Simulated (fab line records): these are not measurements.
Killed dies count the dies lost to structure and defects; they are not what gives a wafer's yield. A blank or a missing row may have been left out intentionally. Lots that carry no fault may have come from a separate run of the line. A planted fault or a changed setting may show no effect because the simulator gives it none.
Matching of chambers / flow n5 finfet / rie si-04 running N5_FIN_SAQP_ETCH_64: 4 sister chambers
The step etches SiO2 in CF4, target depth 1.5 nm. 4 wafers are shown with their chamber, then 9 later ones without.

## WAFERS, EACH WITH ITS CHAMBER
wafer=L085.5; chamber=3; throttle valve pct (%)=21.94
wafer=L091.1; chamber=1; throttle valve pct (%)=21.92
wafer=L091.2; chamber=2; throttle valve pct (%)=21.27
wafer=L091.6; chamber=0; throttle valve pct (%)=21.63

## WAFERS MISSING THEIR CHAMBER
wafer=L092.1; throttle valve pct (%)=21.94
wafer=L092.3; throttle valve pct (%)=21.91
wafer=L092.4; throttle valve pct (%)=21.66
wafer=L093.2; throttle valve pct (%)=21.94
wafer=L093.4; throttle valve pct (%)=21.28
wafer=L093.5; throttle valve pct (%)=21.63
wafer=L096.2; throttle valve pct (%)=21.28
wafer=L096.4; throttle valve pct (%)=21.64
wafer=L096.5; throttle valve pct (%)=21.28

## WHICH CHAMBER EACH ONE RAN IN
wafer=L092.1; from the rows above=can't be placed: 3 or 1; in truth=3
wafer=L092.3; from the rows above=can't be placed: 1 or 3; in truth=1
wafer=L092.4; from the rows above=0; in truth=0
wafer=L093.2; from the rows above=can't be placed: 3 or 1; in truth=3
wafer=L093.4; from the rows above=2; in truth=2
wafer=L093.5; from the rows above=0; in truth=0
wafer=L096.2; from the rows above=2; in truth=2
wafer=L096.4; from the rows above=0; in truth=0
wafer=L096.5; from the rows above=2; in truth=2
Placed correctly: 6 of 9. Not placeable from these rows: 3 (in 3, the candidates include the true chamber). 0 placed wrongly.
How it was worked out, from the rows above alone: a wafer's distance from a chamber is the root of the sum, over the readings, of the square of ((its reading less the chamber's mean) divided by the reading's scatter). The wafer belongs to the nearest chamber; if the next one is less than 2 further off, it can't be placed. Each chamber's mean is taken over the wafers shown for it. The scatter: with one shown wafer a chamber, the root of the mean of the squares of how far each hidden wafer lies from its nearest shown one.
